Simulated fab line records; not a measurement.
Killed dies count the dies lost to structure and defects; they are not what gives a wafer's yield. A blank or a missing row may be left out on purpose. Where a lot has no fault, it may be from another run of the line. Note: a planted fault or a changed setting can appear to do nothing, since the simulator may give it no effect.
fab line records | flow nand-harc
record: lots: 24 wafers: 72 last-day: 24
route steps=1159 shown A_SLIT@803 A_WL_FILL@834 A_CONTACT@858
lots that met no fault: from a run of the same line without faults
start-h: start of the lot's first displayed wafer, in hours after the record's first day | wait-h: hours since the lot's step before | " the same as in the row above | L1.1+2: a single row standing in for several wafers | - no value, or no start was given | * or withheld: withheld | < > ~ a bound
route shown NAME@n: names a module that has steps shown in the file, with the first one's number in the route | usual: the fault-free wafers' mean and standard deviation | same: alike in all rows | chamber/n: place in a boat | sites: per-site readings | _std_site: the values' standard deviation | _edge_site: mean of outer sites minus mean of inner sites | radius-mm: how far each site lies from the wafer's centre | mask NAME#n: copy n | behind: the most recent tool/chamber to have shaped the wafer | hold: what put the lot on hold/how long, in hours/how the hold closed | device: names the non-switching transistor (n, p or np) | end of line: tests run on the same wafers once the route is complete | a step given without rows: its recipe and nothing more | killed: dies that structure and defects cost at the first sort, which is not the same as the wafer's yield | map: a wafer's dies, marking killed ones x, the rest . and places with no die _
set.NAME: the run value of the setting; set.NAME@STEP: its run value at that earlier step | model.NAME: the simulator's own value behind a step, which no gauge read
one table for each step of the route and one row for each wafer, over a sample of lots
services: when a tool's chamber went out of use (start-h, in hours from the record's first day, below 0 if earlier), for how many hours, and the reason
== steps ==
step: NHARC_A_SLIT_CD_MEAS_21
usual: cd-nm: 290.1/1.1
columns lot.wafer tool chamber start-h wait-h cd-nm
L074.1 cd-sem-01 - 324.96 - 289.5
L074.4 " - " " 290.6
L074.5 " - " " 289.8
L075.2 cd-sem-02 - 325.10 - 289.7
L075.3 " - " " 292.2
L075.4 " - " " 289.9
L076.1 cd-sem-03 - 333.09 - 288.8
L076.2 " - " " 290.8
L076.6 " - " " 292.0
L077.1 cd-sem-01 - 334.75 - 290.0
L077.4 " - " " 289.0
L077.5 " - " " 289.5
L078.3 cd-sem-03 - 348.29 - 289.4
L078.5 " - " " 290.7
L078.6 " - " " 290.0
L079.1 cd-sem-03 - 356.57 - 289.9
L079.2 " - " " 288.9
L079.5 " - " " 289.2
L080.2 cd-sem-02 - 356.64 - 290.6
L080.3 " - " " 289.3
L080.4 " - " " 288.8
L081.2 cd-sem-01 - 371.52 - 290.1
L081.4 " - " " 289.7
L081.5 " - " " 288.4
L082.2 cd-sem-03 - 372.29 - 291.4
L082.5 " - " " 289.9
L082.6 " - " " 290.7
L083.2 cd-sem-02 - 379.28 - 290.5
L083.3 " - " " 289.0
L083.4 " - " " 291.0
L084.1 cd-sem-01 - 380.97 - 289.3
L084.2 " - " " 289.6
L084.4 " - " " 289.6
L085.1 cd-sem-02 - 394.44 - 290.0
L085.2 " - " " 291.2
L085.3 " - " " 291.9
L087.1 cd-sem-02 - 395.63 - 291.3
L087.4 " - " " 291.6
L087.6 " - " " 291.3
L086.1 cd-sem-01 - 396.23 - 289.9
L086.3 " - " " 289.6
L086.6 " - " " 289.6
L088.1 cd-sem-02 - 403.03 - 289.0
L088.2 " - " " 289.7
L088.4 " - " " 290.5
L090.1 cd-sem-03 - 416.34 - 292.8
L090.3 " - " " 291.4
L090.4 " - " " 290.3
L091.2 cd-sem-03 - 418.02 - 291.1
L091.4 " - " " 289.3
L091.5 " - " " 290.4
L089.2 cd-sem-03 - 419.29 - 289.9
L089.3 " - " " 290.4
L089.5 " - " " 289.7
L092.3 cd-sem-02 - 426.30 - 287.3
L092.5 " - " " 288.8
L092.6 " - " " 286.6
L093.2 cd-sem-01 - 440.62 - 291.0
L093.3 " - " " 289.8
L093.4 " - " " 289.5
L094.1 cd-sem-02 - 442.27 - 291.0
L094.3 " - " " 290.0
L094.5 " - " " 291.5
L097.2 cd-sem-01 - 451.69 - 290.1
L097.4 " - " " 288.8
L097.5 " - " " 288.2
L096.3 cd-sem-03 - 453.39 - 290.4
L096.4 " - " " 290.2
L096.6 " - " " 290.9
L095.2 cd-sem-03 - 453.71 - 290.5
L095.3 " - " " 290.4
L095.5 " - " " 290.4
step: NHARC_A_WL_FILL_CMP_12
recipe: t-overpolish-s: 30 target-thk-nm: 75
usual: motor-current-A: 11.5/1.4 overpolish-run-s: 29.999/0.0092 pad-life-wafers: 300/150 slurry-filter-dp-kPa: 13.51/0.13 time-to-endpoint-s: 14.9/2.6
columns lot.wafer tool chamber start-h wait-h motor-current-A overpolish-run-s pad-life-wafers slurry-filter-dp-kPa time-to-endpoint-s
L075.3 cmp-01 3 357.24 2.9 9.8 30.014 366 13.40 12.2
L075.4 " 0 " " 10.7 29.990 367 13.40 11.4
L075.2 " 1 " " 13.7 29.989 368 13.47 11.7
L074.1 cmp-02 1 362.45 4.3 12.6 29.998 216 13.44 13.5
L074.4 " 0 " " 12.8 30.014 219 13.52 14.4
L074.5 " 2 " " 10.3 29.991 - 13.40 15.4
L077.1 cmp-01 1 367.71 3.6 13.9 30.001 438 13.49 14.2
L077.4 " 0 " " 9.7 29.998 441 13.55 13.9
L077.5 " 2 " " 12.2 29.999 - 13.49 16.3
L076.1 cmp-02 0 367.74 3.7 11.9 30.018 253 13.33 15.6
L076.2 " 2 " " 10.2 29.993 255 13.48 13.8
L076.6 " 0 " " 12.5 30.020 - 13.67 15.3
L078.3 cmp-01 1 390.90 2.2 13.5 29.986 54 13.67 19.1
L078.6 " 1 " " 13.2 29.981 - 13.55 18.3
L078.5 " 2 " " 12.0 30.001 - 13.81 22.4
L080.4 cmp-04 1 396.74 2.9 10.5 30.016 505 13.37 13.9
L080.2 " 2 " " 10.6 30.009 506 13.60 15.6
L080.3 " 3 " " 9.9 30.003 507 13.69 12.8
L079.2 cmp-02 1 401.78 4.3 12.8 30.003 462 13.32 15.7
L079.1 " 0 " " 13.0 29.995 465 13.53 17.2
L079.5 " 2 " " 10.1 30.009 - 13.53 14.6
L082.2 cmp-01 1 406.08 4.3 13.4 30.005 127 13.57 14.9
L082.5 " 0 " " 10.0 30.009 - 13.50 11.7
L082.6 " 1 " " 14.1 30.003 - 13.75 14.1
L081.4 cmp-02 0 406.37 2.9 12.2 30.000 482 13.49 15.0
L081.2 " 1 " " 12.4 30.005 483 13.45 19.7
L081.5 " 2 " " 10.5 30.001 - 13.38 18.4
L084.4 cmp-02 2 417.48 2.9 10.3 29.990 534 13.67 13.2
L084.1 " 3 " " 12.0 30.016 535 13.24 13.1
L084.2 " 0 " " 12.1 29.995 536 13.50 16.9
L083.4 cmp-04 0 419.53 2.2 12.2 29.981 84 13.28 14.1
L083.2 " 1 " " 10.4 30.005 85 13.62 12.0
L083.3 " 3 " " 9.4 30.002 87 13.46 11.2
L087.1 cmp-01 1 432.99 4.4 14.3 29.991 271 13.32 15.1
L087.4 " 3 " " 9.6 30.000 273 13.45 17.8
L087.6 " 1 " " 14.0 30.002 - 13.37 15.0
L085.3 cmp-01 0 433.15 2.2 10.4 29.997 276 13.40 15.9
L085.1 " 1 " " 13.2 30.004 277 13.56 14.5
L085.2 " 2 " " 12.3 30.004 278 13.55 18.7
L086.1 cmp-02 2 437.68 4.3 10.3 29.994 60 13.65 15.0
L086.3 " 1 " " 13.3 30.006 63 13.34 15.9
L086.6 " 3 " " 11.6 29.980 - 13.55 12.5
L088.4 cmp-04 0 441.78 2.2 12.6 29.979 228 13.64 10.7
L088.2 " 2 " " 11.5 30.003 230 13.56 14.0
L088.1 " 3 " " 10.2 29.983 231 13.38 14.1
L091.2 cmp-04 0 449.90 3.6 11.9 30.013 265 13.45 14.4
L091.4 " 2 " " 11.0 29.997 267 13.41 18.7
L091.5 " 0 " " 12.3 29.995 - 13.63 11.4
L090.3 cmp-01 3 449.92 2.2 9.8 30.003 354 13.37 12.9
L090.4 " 0 " " 10.2 29.979 355 13.51 15.9
L090.1 " 2 " " 12.9 30.011 357 13.30 18.2
L089.3 cmp-02 3 458.21 2.2 12.0 30.020 192 13.32 13.1
L089.2 " 2 " " 10.0 30.000 195 13.58 16.0
L089.5 " 3 " " 12.1 29.996 - 13.51 15.2
L092.3 cmp-04 3 462.39 2.9 10.0 29.990 348 13.58 11.3
L092.5 " 3 " " 10.6 29.988 - 13.41 12.0
L092.6 " 0 " " 12.1 29.993 - 13.45 13.6
L093.2 cmp-04 3 475.86 4.4 10.2 29.996 445 13.31 12.4
L093.3 " 0 " " 12.5 30.002 446 13.78 11.4
L093.4 " 1 " " 10.4 30.008 447 13.42 14.1
L094.3 cmp-02 1 475.87 2.2 12.4 29.997 294 13.56 19.7
L094.1 " 3 " " 12.6 30.007 296 13.44 15.4
L094.5 " 2 " " 10.0 29.991 - 13.62 17.0
L096.4 cmp-02 2 484.73 2.2 10.1 29.998 344 13.66 16.7
L096.3 " 3 " " 12.5 29.993 345 13.47 16.8
L096.6 " 0 " " 12.3 30.003 - 13.36 18.7
L097.2 cmp-04 2 484.83 3.7 10.8 29.987 498 13.67 12.2
L097.4 " 0 " " 11.5 29.989 500 13.63 12.0
L097.5 " 2 " " 11.1 29.989 - 13.48 11.1
L095.3 cmp-01 0 491.39 2.9 10.1 29.991 78 13.56 11.0
L095.2 " 1 " " 13.4 30.003 79 13.58 15.2
L095.5 " 1 " " 14.3 30.003 - 13.61 12.6
step: NHARC_A_CONTACT_ETCH_48
recipe: target-depth-a: 390 over-etch-frac: 0.3 time-s: 65 ion-energy-ev: 80 cf4-flow-sccm: 150 ar-flow-sccm: 0 rf-w: 300 bias-w: 100 chemistry: CF4
usual: drypump-motor-current-A: 5.67/0.23 oes-product-au: 0.997/0.01 rf-vpp-V: 151.0/1.1 showerhead-plenum-p-Torr: 1.75/0.066 throttle-valve-pct: 13.284/0.0096
columns lot.wafer tool chamber start-h wait-h drypump-motor-current-A oes-product-au rf-hours-counter-h rf-vpp-V showerhead-plenum-p-Torr throttle-valve-pct
L075.2 rie-diel-11 0 361.57 0.1 5.46 1.007 60 152.1 1.85 13.279
L075.4 " 2 " " 5.60 1.017 61 150.8 1.70 13.277
L075.3 " 3 " " 5.81 0.995 61 152.6 1.83 13.284
L074.1 rie-diel-08 0 367.71 0.1 5.59 1.010 12 149.7 1.74 13.291
L074.4 " 1 " " 5.91 1.011 12 152.3 1.84 13.272
L074.5 " 0 " " 5.60 1.008 - 151.7 1.73 13.272
L077.1 rie-diel-08 0 372.78 0.1 5.59 1.012 13 149.9 1.73 13.293
L077.4 " 2 " " 5.35 0.999 13 150.0 1.66 13.287
L077.5 " 3 " " 5.96 0.997 - 152.1 1.72 13.286
L076.2 rie-diel-08 3 374.14 0.1 5.98 0.985 14 149.7 1.72 13.270
L076.1 " 0 " " 5.58 0.991 14 150.6 1.73 13.296
L076.6 " 1 " " 5.94 0.994 - 151.6 1.84 13.296
L078.3 rie-diel-08 2 395.27 0.1 5.36 0.994 17 149.0 1.66 13.282
L078.6 " 2 " " 5.36 0.987 - 150.2 1.66 13.288
L078.5 " 3 " " 5.98 0.990 - 150.8 1.72 13.294
L080.4 rie-diel-08 1 400.94 0.1 5.92 0.996 18 153.2 1.83 13.294
L080.2 " 3 " " 5.92 0.986 18 152.5 1.72 13.283
L080.3 " 0 " " 5.57 0.994 18 150.5 1.73 13.281
L079.1 rie-diel-08 2 406.22 0.1 5.34 0.993 18 150.9 1.66 13.282
L079.2 " 3 " " 5.98 0.990 18 150.9 1.72 13.268
L079.5 " 1 " " 5.92 0.993 - 150.5 1.83 13.287
L082.2 rie-diel-08 1 412.21 0.1 5.92 0.990 20 152.2 1.83 13.273
L082.5 " 3 " " 5.95 0.994 - 150.4 1.72 13.305
L082.6 " 0 " " 5.57 0.999 - 151.6 1.73 13.270
L081.4 rie-diel-11 1 414.07 0.1 5.77 0.972 12 149.7 1.72 13.283
L081.2 " 3 " " 5.77 0.985 13 149.6 1.82 13.288
L081.5 " 1 " " 5.77 0.975 - 151.0 1.72 13.290
L084.4 rie-diel-11 1 424.94 0.1 5.77 0.961 16 151.4 1.72 13.284
L084.1 " 2 " " 5.58 0.994 14 149.6 1.70 13.283
L084.2 " 3 " " 5.82 0.989 18 152.0 1.82 13.286
L083.3 rie-diel-08 0 425.48 0.3 5.59 1.008 24 149.5 1.73 13.278
L083.2 " 1 " " 5.91 0.999 24 151.6 1.83 13.298
L083.4 " 0 " " 5.61 1.004 - 150.0 1.73 13.284
L087.1 rie-diel-08 0 437.69 0.2 5.58 0.998 28 149.9 1.73 13.292
L087.4 " 2 " " 5.36 0.991 - 149.7 1.66 13.295
L087.6 " 0 " " 5.59 1.015 - 150.8 1.73 13.264
L085.1 rie-diel-11 3 438.27 0.1 5.84 0.987 23 150.5 1.82 13.281
L085.2 " 1 " " 5.80 0.967 20 150.5 1.72 13.289
L085.3 " 2 " " 5.59 0.989 20 150.7 1.70 13.283
L086.1 rie-diel-11 3 442.20 0.2 5.79 0.993 25 151.4 1.82 13.283
L086.3 " 0 " " 5.45 1.005 24 150.5 1.84 13.284
L086.6 " 3 " " 5.81 0.984 - 151.9 1.82 13.289
L088.1 rie-diel-08 0 446.39 0.1 5.57 1.006 31 152.3 1.73 13.279
L088.2 " 2 " " 5.32 0.991 30 148.8 1.66 13.271
L088.4 " 2 " " 5.36 0.993 - 150.1 1.66 13.277
L091.4 rie-diel-11 2 455.46 0.2 5.58 1.006 28 150.1 1.70 13.281
L091.2 " 3 " " 5.79 0.986 32 150.3 1.82 13.278
L091.5 " 3 " " 5.79 0.993 - 151.5 1.82 13.277
L090.1 rie-diel-08 3 455.73 0.1 5.97 0.988 22 150.0 1.72 13.298
L090.4 " 0 " " 5.59 0.996 32 151.0 1.73 13.297
L090.3 " 1 " " 5.92 0.997 30 151.7 1.83 13.285
L089.3 rie-diel-08 0 462.83 0.1 5.57 1.002 34 150.8 1.73 13.279
L089.2 " 2 " " 5.34 1.001 33 148.7 1.66 13.277
L089.5 " 3 " " 5.96 0.982 - 152.2 1.72 13.282
L092.3 rie-diel-08 1 468.67 0.1 5.91 0.990 33 151.6 1.83 13.288
L092.6 " 3 " " 5.96 0.984 - 151.1 1.72 13.290
L092.5 " 0 " " 5.58 1.000 - 151.0 1.73 13.290
L093.2 rie-diel-01 0 480.66 0.1 5.36 1.007 62 151.9 1.78 13.302
L093.4 " 1 " " 5.84 1.028 60 150.3 1.65 13.280
L093.3 " 2 " " 5.79 1.004 37 152.7 1.84 13.279
L094.3 rie-diel-01 2 480.96 0.3 5.78 1.020 37 152.3 1.84 13.289
L094.1 " 3 " " 6.10 0.997 56 150.6 1.78 13.305
L094.5 " 0 " " 5.38 0.994 - 150.3 1.78 13.258
L096.4 rie-diel-08 1 492.16 0.1 5.92 1.016 1 150.9 1.83 13.268
L096.3 " 0 " " 5.58 1.024 1 151.8 1.73 13.282
L096.6 " 2 " " 5.31 0.990 - 150.3 1.65 13.288
L097.4 rie-diel-11 2 492.30 0.1 5.60 1.007 40 151.0 1.69 13.275
L097.2 " 1 " " 5.79 0.983 43 150.4 1.71 13.267
L097.5 " 2 " " 5.61 1.006 - 151.5 1.69 13.287
L095.2 rie-diel-11 3 495.86 0.1 5.79 0.998 46 151.4 1.81 13.302
L095.3 " 1 " " 5.75 0.996 45 149.9 1.71 13.287
L095.5 " 2 " " 5.60 1.010 - 150.4 1.69 13.278
step: NHARC_A_CONTACT_ETCH_124
recipe: source-w: withheld pressure-mtorr: 20 bias-v: withheld time-s: 140 target-depth-a: 7000 ar-flow-sccm: withheld c4f8-flow-sccm: withheld o2-flow-sccm: withheld chemistry: C4F8/O2/Ar
columns lot.wafer tool chamber start-h wait-h rf-hours-counter-h
L075.2 har-cap-etch-03 0 370.88 - 91
L075.3 " 0 " " -
L075.4 " 1 " " -
L074.1 har-cap-etch-01 0 379.77 - 45
L074.4 " 1 " " -
L074.5 " 0 " " -
L077.1 har-cap-etch-02 1 383.27 - 17
L077.4 " 1 " " -
L077.5 " 0 " " -
L076.1 har-cap-etch-01 1 384.61 - 46
L076.2 " 0 " " 46
L076.6 " 1 " " -
L078.3 har-cap-etch-01 0 403.21 - -
L078.6 " 0 " " -
L078.5 " 1 " " -
L080.2 har-cap-etch-01 0 411.12 - 49
L080.3 " 0 " " -
L080.4 " 1 " " -
L079.1 har-cap-etch-01 1 418.02 - 51
L079.2 " 0 " " 51
L079.5 " 1 " " -
L082.2 har-cap-etch-02 1 423.28 - 22
L082.6 " 0 " " -
L082.5 " 1 " " -
L081.2 har-cap-etch-01 0 425.18 - 52
L081.4 " 0 " " -
L081.5 " 0 " " -
L084.2 har-cap-etch-01 0 433.08 - 55
L084.1 " 1 " " 55
L084.4 " 0 " " -
L083.2 har-cap-etch-02 0 435.61 - 25
L083.3 " 1 " " -
L083.4 " 0 " " -
L085.2 har-cap-etch-02 1 447.98 - 28
L085.1 " 0 " " 28
L085.3 " 0 " " -
L087.1 har-cap-etch-01 1 449.33 - 58
L087.4 " 0 " " -
L087.6 " 0 " " -
L086.1 har-cap-etch-02 1 452.51 - 29
L086.3 " 1 " " -
L086.6 " 0 " " -
L088.2 har-cap-etch-03 1 454.67 - 104
L088.1 " 0 " " 104
L088.4 " 0 " " -
L091.2 har-cap-etch-02 1 467.19 - 32
L091.4 " 1 " " -
L091.5 " 1 " " -
L090.1 har-cap-etch-01 0 467.94 - 62
L090.4 " 0 " " -
L090.3 " 1 " " -
L089.2 har-cap-etch-02 1 471.44 - 33
L089.3 " 1 " " -
L089.5 " 1 " " -
L092.3 har-cap-etch-02 0 476.85 - -
L092.5 " 0 " " -
L092.6 " 1 " " -
L093.2 har-cap-etch-03 1 491.02 - 111
L093.3 " 0 " " -
L093.4 " 1 " " -
L094.1 har-cap-etch-02 0 491.19 - 38
L094.3 " 1 " " -
L094.5 " 1 " " -
L096.4 har-cap-etch-02 1 501.20 - -
L096.3 " 0 " " -
L096.6 " 1 " " -
L097.2 har-cap-etch-01 1 502.07 - 66
L097.4 " 0 " " -
L097.5 " 0 " " -
L095.2 har-cap-etch-03 1 504.09 - 114
L095.3 " 0 " " -
L095.5 " 0 " " -
step: NHARC_A_CONTACT_ETCH_133
recipe: source-w: withheld pressure-mtorr: 20 bias-v: 400 time-s: 195 target-depth-a: 8400 ar-flow-sccm: withheld c4f8-flow-sccm: 11.5 o2-flow-sccm: 7.2 chemistry: C4F8/O2/Ar
columns lot.wafer tool chamber start-h wait-h rf-hours-counter-h
L075.2 har-cap-etch-03 0 372.22 0.1 92
L075.3 " 0 " " -
L075.4 " 1 " " -
L074.1 har-cap-etch-01 0 381.11 0.1 46
L074.4 " 1 " " -
L074.5 " 0 " " -
L077.1 har-cap-etch-02 1 384.61 0.1 18
L077.4 " 1 " " -
L077.5 " 0 " " -
L076.1 har-cap-etch-01 1 385.95 0.1 47
L076.2 " 0 " " 47
L076.6 " 1 " " -
L078.3 har-cap-etch-01 0 404.57 0.2 -
L078.6 " 0 " " -
L078.5 " 1 " " -
L080.2 har-cap-etch-01 0 412.45 0.1 50
L080.3 " 0 " " -
L080.4 " 1 " " -
L079.1 har-cap-etch-01 1 419.36 0.1 52
L079.2 " 0 " " 52
L079.5 " 1 " " -
L082.2 har-cap-etch-02 1 424.63 0.1 24
L082.6 " 0 " " -
L082.5 " 1 " " -
L081.2 har-cap-etch-01 0 426.54 0.1 53
L081.4 " 0 " " -
L081.5 " 0 " " -
L084.2 har-cap-etch-01 0 434.41 0.1 56
L084.1 " 1 " " 56
L084.4 " 0 " " -
L083.2 har-cap-etch-02 0 436.96 0.1 26
L083.3 " 1 " " -
L083.4 " 0 " " -
L085.2 har-cap-etch-02 1 449.31 0.1 29
L085.1 " 0 " " 29
L085.3 " 0 " " -
L087.1 har-cap-etch-01 1 450.66 0.1 59
L087.4 " 0 " " -
L087.6 " 0 " " -
L086.1 har-cap-etch-02 1 453.85 0.1 30
L086.3 " 1 " " -
L086.6 " 0 " " -
L088.2 har-cap-etch-03 1 456.00 0.1 105
L088.1 " 0 " " 105
L088.4 " 0 " " -
L091.2 har-cap-etch-02 1 468.53 0.1 33
L091.4 " 1 " " -
L091.5 " 1 " " -
L090.1 har-cap-etch-01 0 469.27 0.1 63
L090.4 " 0 " " -
L090.3 " 1 " " -
L089.2 har-cap-etch-02 1 472.78 0.1 34
L089.3 " 1 " " -
L089.5 " 1 " " -
L092.3 har-cap-etch-02 0 478.21 0.2 -
L092.5 " 0 " " -
L092.6 " 1 " " -
L093.2 har-cap-etch-03 1 492.37 0.1 112
L093.3 " 0 " " -
L093.4 " 1 " " -
L094.1 har-cap-etch-02 0 492.53 0.1 39
L094.3 " 1 " " -
L094.5 " 1 " " -
L096.4 har-cap-etch-02 1 502.56 0.2 -
L096.3 " 0 " " -
L096.6 " 1 " " -
L097.2 har-cap-etch-01 1 503.42 0.1 67
L097.4 " 0 " " -
L097.5 " 0 " " -
L095.2 har-cap-etch-03 1 505.44 0.1 116
L095.3 " 0 " " -
L095.5 " 0 " " -
step: NHARC_A_CONTACT_ETCH_88
recipe: target-depth-a: 390 over-etch-frac: 0.3 time-s: 65 ion-energy-ev: 80 cf4-flow-sccm: 150 ar-flow-sccm: 0 rf-w: 300 bias-w: 100 chemistry: CF4
usual: drypump-motor-current-A: 5.68/0.24 oes-product-au: 0.998/0.012 rf-vpp-V: 150.9/1.2 showerhead-plenum-p-Torr: 1.74/0.064 throttle-valve-pct: 13.284/0.0083
columns lot.wafer tool chamber start-h wait-h drypump-motor-current-A oes-product-au rf-hours-counter-h rf-vpp-V showerhead-plenum-p-Torr throttle-valve-pct
L075.3 rie-diel-11 0 379.14 0.1 5.46 1.005 1 151.2 1.85 13.277
L075.2 " 2 " " 5.59 1.007 0 150.5 1.70 13.288
L075.4 " 3 " " 5.82 1.002 1 152.1 1.83 13.299
L074.4 rie-diel-08 0 385.19 0.1 5.59 1.013 17 150.4 1.73 13.276
L074.1 " 2 " " 5.30 0.994 16 149.6 1.66 13.277
L074.5 " 0 " " 5.58 0.993 - 151.0 1.73 13.262
L077.1 rie-diel-11 0 390.38 0.1 5.44 0.987 6 152.3 1.85 13.277
L077.4 " 1 " " 5.76 0.978 5 151.0 1.72 13.287
L077.5 " 3 " " 5.81 1.005 - 152.6 1.82 13.295
L076.1 rie-diel-08 0 391.59 0.1 5.56 1.007 17 151.3 1.73 13.279
L076.2 " 1 " " 5.93 1.002 17 151.2 1.83 13.266
L076.6 " 0 " " 5.57 0.999 - 151.6 1.73 13.286
L078.3 rie-diel-11 2 409.82 0.1 5.60 1.006 11 151.7 1.70 13.284
L078.5 " 2 " " 5.61 1.002 - 150.2 1.70 13.289
L078.6 " 3 " " 5.78 0.985 - 151.6 1.82 13.285
L080.2 rie-diel-08 1 420.20 0.1 5.93 0.988 21 151.8 1.83 13.285
L080.4 " 2 " " 5.34 0.987 21 149.8 1.66 13.288
L080.3 " 3 " " 5.96 0.985 21 151.2 1.72 13.269
L079.1 rie-diel-08 0 425.04 0.1 5.59 1.006 24 149.9 1.73 13.298
L079.2 " 1 " " 5.90 1.001 24 151.4 1.83 13.276
L079.5 " 0 " " 5.57 1.006 - 151.1 1.73 13.279
L082.2 rie-diel-08 1 428.59 0.1 5.90 1.002 25 152.0 1.83 13.290
L082.5 " 1 " " 5.91 1.006 - 151.6 1.83 13.277
L082.6 " 2 " " 5.31 0.991 - 148.5 1.66 13.276
L081.2 rie-diel-11 0 430.67 0.1 5.45 0.996 20 153.2 1.84 13.275
L081.4 " 1 " " 5.78 0.975 17 149.6 1.72 13.274
L081.5 " 3 " " 5.76 0.991 - 151.9 1.82 13.278
L084.1 rie-diel-01 0 438.93 0.1 5.35 0.986 43 151.0 1.78 13.284
L084.2 " 1 " " 5.87 1.027 40 149.6 1.66 13.293
L084.4 " 0 " " 5.35 0.983 - 152.2 1.78 13.294
L083.2 rie-diel-08 2 441.09 0.1 5.32 0.989 29 149.7 1.66 13.291
L083.4 " 0 " " 5.59 1.005 - 150.4 1.73 13.283
L083.3 " 2 " " 5.30 0.996 - 150.2 1.66 13.300
L085.3 rie-diel-08 3 454.10 0.1 6.01 0.991 21 150.9 1.72 13.269
L085.1 " 0 " " 5.60 0.995 32 151.4 1.73 13.295
L085.2 " 1 " " 5.93 0.995 29 151.1 1.83 13.294
L087.1 rie-diel-01 0 455.43 0.1 5.36 0.983 50 150.6 1.78 13.280
L087.4 " 3 " " 6.07 0.998 - 152.4 1.78 13.289
L087.6 " 0 " " 5.36 0.991 - 150.7 1.78 13.288
L086.3 rie-diel-11 1 458.25 0.4 5.74 0.970 30 151.3 1.71 13.309
L086.1 " 3 " " 5.80 0.991 34 152.0 1.82 13.280
L086.6 " 1 " " 5.77 0.973 - 150.9 1.71 13.286
L088.1 rie-diel-01 3 461.38 0.7 6.11 0.992 52 151.8 1.78 13.296
L088.2 " 0 " " 5.37 0.993 54 150.9 1.78 13.281
L088.4 " 1 " " 5.85 1.018 - 148.6 1.65 13.263
L091.2 rie-diel-08 2 472.85 0.1 5.30 0.996 36 149.7 1.66 13.294
L091.4 " 0 " " 5.58 1.002 37 150.6 1.73 13.291
L091.5 " 1 " " 5.95 1.001 - 152.9 1.83 13.290
L090.3 rie-diel-08 2 474.09 0.1 5.33 0.999 37 147.9 1.66 13.288
L090.4 " 3 " " 5.97 0.982 27 151.1 1.72 13.267
L090.1 " 0 " " 5.57 0.997 37 152.1 1.73 13.277
L089.3 rie-diel-08 3 477.88 0.1 5.99 0.988 28 149.4 1.72 13.286
L089.2 " 1 " " 5.92 0.991 36 153.0 1.83 13.285
L089.5 " 0 " " 5.57 0.996 - 149.9 1.73 13.289
L092.3 rie-diel-01 1 483.37 0.1 5.87 1.023 62 149.2 1.65 13.270
L092.6 " 1 " " 5.84 1.016 - 150.6 1.65 13.277
L092.5 " 2 " " 5.79 1.005 - 150.9 1.84 13.286
L093.2 rie-diel-08 3 497.09 0.1 5.98 1.007 2 150.9 1.72 13.272
L093.3 " 0 " " 5.58 1.019 2 150.8 1.73 13.290
L093.4 " 2 " " 5.35 0.989 1 150.8 1.65 13.280
L094.1 rie-diel-11 3 497.32 0.1 5.81 1.001 47 151.9 1.81 13.267
L094.3 " 0 " " 5.46 1.004 49 153.0 1.84 13.283
L094.5 " 2 " " 5.61 1.004 - 150.9 1.69 13.279
L096.4 rie-diel-08 1 506.70 0.1 5.91 1.012 5 152.9 1.83 13.274
L096.3 " 2 " " 5.34 0.988 4 148.4 1.65 13.279
L096.6 " 3 " " 5.98 0.982 - 149.6 1.72 13.286
L097.2 rie-diel-08 3 507.98 0.1 5.99 0.992 5 150.6 1.72 13.279
L097.4 " 0 " " 5.56 1.024 5 149.1 1.73 13.294
L097.5 " 1 " " 5.92 1.022 - 151.6 1.83 13.280
L095.3 rie-diel-11 0 509.53 0.1 5.44 1.005 52 151.6 1.83 13.278
L095.2 " 1 " " 5.77 0.979 49 149.7 1.71 13.275
L095.5 " 3 " " 5.81 0.998 - 151.8 1.81 13.277
== services ==
columns tool chamber start-h hours kind
rie-diel-08 0 335.30 - clean
rie-diel-08 1 335.30 - clean
rie-diel-08 2 335.30 - clean
cmp-02 - 337.76 0.3 repair
cmp-04 - 338.99 5.2 repair
cmp-01 - 339.58 0.8 repair
rie-diel-08 3 359.70 1.3 repair
rie-diel-01 2 362.64 2.9 repair
rie-diel-11 - 366.50 9.0 pm
cmp-01 - 375.63 4.0 pm
cmp-04 - 399.07 4.0 pm
cmp-02 - 405.59 0.5 repair
cmp-01 - 418.50 0.6 repair
cmp-02 - 422.62 4.0 pm
rie-diel-01 2 423.97 50.2 repair
rie-diel-08 1 437.38 8.4 repair
har-cap-etch-03 - 446.99 7.1 repair
cmp-02 - 456.55 1.2 repair
rie-diel-08 2 461.42 1.3 repair
rie-diel-01 3 466.91 9.3 repair
cmp-01 - 473.63 4.0 pm
rie-diel-08 - 478.80 9.0 pm
rie-diel-01 - 491.88 9.0 pm
cmp-04 - 497.07 4.0 pm
== key ==
fault none
